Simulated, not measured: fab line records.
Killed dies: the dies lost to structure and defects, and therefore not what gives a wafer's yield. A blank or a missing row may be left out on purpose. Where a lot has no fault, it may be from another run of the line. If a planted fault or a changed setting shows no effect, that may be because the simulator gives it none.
Split-lot experiment + flow n5_finfet + route with 1938 steps; 7 lots, 39 wafers read

== THE SPLIT ITSELF ==
At N5_SD_EPI_P_EPI_21 (deposits SiGe:B, time 355 s), the setting epi_growth_time_s was moved away from the recipe's 355 s on 9 of the 39 wafers read, by -40.1% to +55.7%. The other wafers ran this setting at the recipe's value.

The reading comes from the split's own step.

== THE READING ==
SiGe-B_of_SD_EPI_P_EPI_21.thk_nm (the simulator's own value, which no gauge read), in nm, at N5_SD_EPI_P_EPI_21 (deposits SiGe:B, time 355 s). The file gives no usual value for it. The 30 wafers here that ran the recipe average 61.7 nm, standard deviation 0.85 nm.

| wafer  | tool, chamber at the split | epi_growth_time_s as run, s | against the recipe | SiGe-B_of_SD_EPI_P_EPI_21.thk_nm, nm | against lot-mates on the recipe |
|--------|----------------------------|-----------------------------|--------------------|--------------------------------------|---------------------------------|
| L075.1 | epi_rpcvd-01, 0            | 355                         | recipe             | 63                                   | -                               |
| L075.2 | epi_rpcvd-01, 0            | 355                         | recipe             | 62                                   | -                               |
| L075.3 | epi_rpcvd-01, 0            | 355                         | recipe             | 62.2                                 | -                               |
| L075.6 | epi_rpcvd-01, 0            | 355                         | recipe             | 62.2                                 | -                               |
| L075.4 | epi_rpcvd-01, 0            | 355                         | recipe             | 61.6                                 | -                               |
| L075.5 | epi_rpcvd-01, 0            | 355                         | recipe             | 62.4                                 | -                               |
| L079.1 | epi_rpcvd-03, 0            | 355                         | recipe             | 60.6                                 | -                               |
| L079.2 | epi_rpcvd-03, 0            | 355                         | recipe             | 61.6                                 | -                               |
| L079.3 | epi_rpcvd-03, 0            | 355                         | recipe             | 61.2                                 | -                               |
| L079.4 | epi_rpcvd-03, 0            | 552.9                       | +55.7%             | 81.8                                 | +20.7                           |
| L079.5 | epi_rpcvd-03, 0            | 552.9                       | +55.7%             | 83.2                                 | +22.1                           |
| L079.6 | epi_rpcvd-03, 0            | 552.9                       | +55.7%             | 83.6                                 | +22.5                           |
| L082.1 | epi_rpcvd-02, 0            | 212.7                       | -40.1%             | 39.6                                 | -21.3                           |
| L082.5 | epi_rpcvd-02, 0            | 212.7                       | -40.1%             | 39.6                                 | -21.3                           |
| L082.2 | epi_rpcvd-02, 0            | 355                         | recipe             | 60.8                                 | -                               |
| L082.4 | epi_rpcvd-02, 0            | 355                         | recipe             | 60.8                                 | -                               |
| L082.3 | epi_rpcvd-02, 0            | 212.7                       | -40.1%             | 40                                   | -20.9                           |
| L082.6 | epi_rpcvd-02, 0            | 355                         | recipe             | 61                                   | -                               |
| L084.1 | epi_rpcvd-01, 0            | 355                         | recipe             | 61.6                                 | -                               |
| L084.3 | epi_rpcvd-01, 0            | 355                         | recipe             | 61.6                                 | -                               |
| L084.2 | epi_rpcvd-01, 0            | 355                         | recipe             | 61.8                                 | -                               |
| L084.4 | epi_rpcvd-01, 0            | 355                         | recipe             | 62.6                                 | -                               |
| L084.5 | epi_rpcvd-01, 0            | 355                         | recipe             | 61.4                                 | -                               |
| L084.6 | epi_rpcvd-01, 0            | 355                         | recipe             | 62                                   | -                               |
| L086.1 | epi_rpcvd-01, 0            | 355                         | recipe             | 61.6                                 | -                               |
| L086.2 | epi_rpcvd-01, 0            | 355                         | recipe             | 61.4                                 | -                               |
| L086.4 | epi_rpcvd-01, 0            | 355                         | recipe             | 61.4                                 | -                               |
| L086.3 | epi_rpcvd-01, 0            | 444.9                       | +25.3%             | 71.4                                 | +9.9                            |
| L086.5 | epi_rpcvd-01, 0            | 444.9                       | +25.3%             | 71.4                                 | +9.9                            |
| L086.6 | epi_rpcvd-01, 0            | 444.9                       | +25.3%             | 71.6                                 | +10.1                           |
| L092.1 | epi_rpcvd-03, 0            | 355                         | recipe             | 60.2                                 | -                               |
| L092.6 | epi_rpcvd-03, 0            | 355                         | recipe             | 60.2                                 | -                               |
| L092.2 | epi_rpcvd-03, 0            | 355                         | recipe             | 61.4                                 | -                               |
| L092.3 | epi_rpcvd-03, 0            | 355                         | recipe             | 61.4                                 | -                               |
| L092.4 | epi_rpcvd-03, 0            | 355                         | recipe             | 60.8                                 | -                               |
| L092.5 | epi_rpcvd-03, 0            | 355                         | recipe             | 61                                   | -                               |
| L097.1 | epi_rpcvd-03, 0            | 355                         | recipe             | 63                                   | -                               |
| L097.2 | epi_rpcvd-03, 0            | 355                         | recipe             | 63.4                                 | -                               |
| L097.6 | epi_rpcvd-03, 0            | 355                         | recipe             | 63.6                                 | -                               |

FIT RESULTS
A straight line over all 39 wafers: SiGe-B_of_SD_EPI_P_EPI_21.thk_nm changes by +0.436 nm for each +1% of epi_growth_time_s; r = +0.98; the points scatter about the line by 1.6 nm.
The same after taking each lot's own level away (the mean of its wafers on the recipe; 39 wafers): +0.436 nm for each +1%; r = +0.99; scatter 1.2 nm.
According to that fit, moving epi_growth_time_s by its largest amount changes the reading by 24 nm.
The span of the lots' own levels, 60.83 to 63.33 nm, comes to 2.9 times the standard deviation stated above.
Hence the lot-to-lot level has little effect on the slope; both slopes agree.
Check: +24.5 nm against its lot-mates is what the line predicts for one of the wafers moved furthest among these (+55.7%) when that wafer is left out of the fit. Against them it came out at +20.7 nm.

== OTHER SPLITS ON THESE WAFERS ==
Other splits were also applied to these wafers ahead of the reading. Each is held against what the fit with the lots' levels taken away leaves over:
| other split on the same wafers | wafers away from the commonest value | r with SiGe-B_of_SD_EPI_P_EPI_21.thk_nm (lot level and that fit taken away) |
|--------------------------------|--------------------------------------|-----------------------------------------------------------------------------|
| N5_FIN_SAQP_HM_DEP_03 time_s   | 12                                   | -0.13                                                                       |

== THE WHOLE CHAIN: every reading that the file lists as answering this split, in the file's order ==
| step                    | what it does                | reading                                                                           | change (the file's fit)               | r (the file's) |
|-------------------------|-----------------------------|-----------------------------------------------------------------------------------|---------------------------------------|----------------|
| N5_SD_EPI_P_EPI_21      | deposits SiGe:B, time 355 s | SiGe-B_of_SD_EPI_P_EPI_21.thk_nm (the simulator's own value, which no gauge read) | +0.432 nm for each +1% of the setting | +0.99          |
| N5_SD_EPI_P_EPI_MEAS_23 |                             | thk_nm                                                                            | withheld for each +1% of the setting  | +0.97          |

== FILE'S OWN FIT ==
SiGe-B_of_SD_EPI_P_EPI_21.thk_nm changes by +0.432 nm for each +1% of epi_growth_time_s, r = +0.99.
